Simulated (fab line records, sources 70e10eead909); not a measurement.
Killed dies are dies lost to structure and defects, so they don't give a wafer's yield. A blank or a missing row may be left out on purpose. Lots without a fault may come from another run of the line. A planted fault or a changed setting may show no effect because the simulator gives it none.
Chamber matching | flow nand_harc | NHARC_A_STAIRCASE_ETCH_253 on rie_diel-07: 4 sister chambers
The step etches the open film in C4F8/O2, target depth 50 nm, time 20.2 s. 8 wafers are shown with their chamber, then 12 later ones without.

WAFERS WITH THEIR CHAMBER
wafer  | chamber | rf_vpp_V (V) | oes_product_au (a.u.)
L083.1 | 2       | 887          | 0.946
L083.5 | 0       | 900          | 0.949
L086.3 | 0       | 901          | 0.974
L090.4 | 2       | 887          | 0.976
L090.5 | 1       | 904          | 0.973
L093.1 | 3       | 899          | 0.957
L093.4 | 1       | 904          | 0.971
L093.5 | 3       | 899          | 0.959

WAFERS WITHOUT THEIR CHAMBER
wafer  | rf_vpp_V (V) | oes_product_au (a.u.)
L095.2 | 900          | 0.937
L095.3 | 887          | 0.943
L095.6 | 900          | 0.947
L094.1 | 898          | 0.950
L094.2 | 899          | 0.974
L094.4 | 903          | 0.977
L097.3 | 899          | 0.970
L097.4 | 887          | 0.963
L097.6 | 903          | 0.949
L096.1 | 904          | 0.927
L096.5 | 901          | 0.919
L096.6 | 899          | 0.930

WHICH CHAMBER EACH WENT THROUGH
wafer  | from the rows above     | in truth
L095.2 | can't be placed: 0 or 3 | 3
L095.3 | 2                       | 2
L095.6 | can't be placed: 0 or 3 | 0
L094.1 | 3                       | 3
L094.2 | 3                       | 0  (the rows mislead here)
L094.4 | 1                       | 1
L097.3 | 3                       | 3
L097.4 | 2                       | 2
L097.6 | 1                       | 1
L096.1 | 1                       | 1
L096.5 | 0                       | 0
L096.6 | 3                       | 3
Placed correctly: 9 of 12. Can't be placed from these rows: 2 (the true chamber is among the candidates in 2). Placed wrongly: 1.
How it was worked out, from the rows above alone: a wafer's distance from a chamber is the root of the sum, over the readings, of the square of ((its reading less the chamber's mean) divided by the reading's scatter). The wafer belongs to the nearest chamber; if the next one is less than 2 further off, it can't be placed. A chamber's mean is the mean of its shown wafers. The scatter: the root of (the sum of the squares of (reading less its chamber's mean) over the shown wafers, divided by (wafers less chambers)).
